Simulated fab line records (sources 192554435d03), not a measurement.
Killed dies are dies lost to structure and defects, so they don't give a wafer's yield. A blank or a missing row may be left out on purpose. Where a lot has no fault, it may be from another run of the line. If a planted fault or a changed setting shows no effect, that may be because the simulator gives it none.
Chamber matching + flow n5Finfet + rieDiel-05 running N5_BEOL_M11_STRIP_19: 4 sister chambers
The step strips in O2. 4 wafers are shown with their chamber, then 10 later ones without.

WAFERS WITH THEIR CHAMBER
| wafer  | chamber | showerheadPlenumPTorr (Torr) |
|--------|---------|------------------------------|
| L086.3 | 1       | 2.20                         |
| L086.4 | 3       | 2.06                         |
| L088.2 | 0       | 2.03                         |
| L088.3 | 2       | 2.20                         |

WAFERS WITHOUT THEIR CHAMBER
| wafer  | showerheadPlenumPTorr (Torr) |
|--------|------------------------------|
| L088.5 | 2.06                         |
| L087.1 | 2.20                         |
| L087.4 | 2.06                         |
| L087.5 | 2.03                         |
| L095.1 | 2.20                         |
| L095.2 | 2.20                         |
| L095.3 | 2.03                         |
| L091.3 | 2.19                         |
| L091.4 | 2.19                         |
| L091.6 | 2.05                         |

WHICH CHAMBER EACH ONE RAN IN
| wafer  | from the rows above     | in truth |
|--------|-------------------------|----------|
| L088.5 | 3                       | 3        |
| L087.1 | can't be placed: 1 or 2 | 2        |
| L087.4 | 3                       | 3        |
| L087.5 | 0                       | 0        |
| L095.1 | can't be placed: 1 or 2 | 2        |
| L095.2 | can't be placed: 1 or 2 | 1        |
| L095.3 | 0                       | 0        |
| L091.3 | can't be placed: 1 or 2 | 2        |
| L091.4 | can't be placed: 1 or 2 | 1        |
| L091.6 | can't be placed: 3 or 0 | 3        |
Placed correctly: 4 of 10. Cannot be placed on the basis of these rows: 6; the candidates contain the true chamber in 6. 0 placed wrongly.
How it was worked out, from the rows above alone: a wafer's distance from a chamber is the root of the sum, over the readings, of the square of ((its reading less the chamber's mean) divided by the reading's scatter). If the next closest chamber is less than 2 further off than the closest, the wafer can't be placed; otherwise it belongs to the closest. The mean given for a chamber averages the wafers shown for that chamber. The scatter (one wafer shown for each chamber): square how far every hidden wafer sits from the nearest shown wafer, average those squares and take the square root.
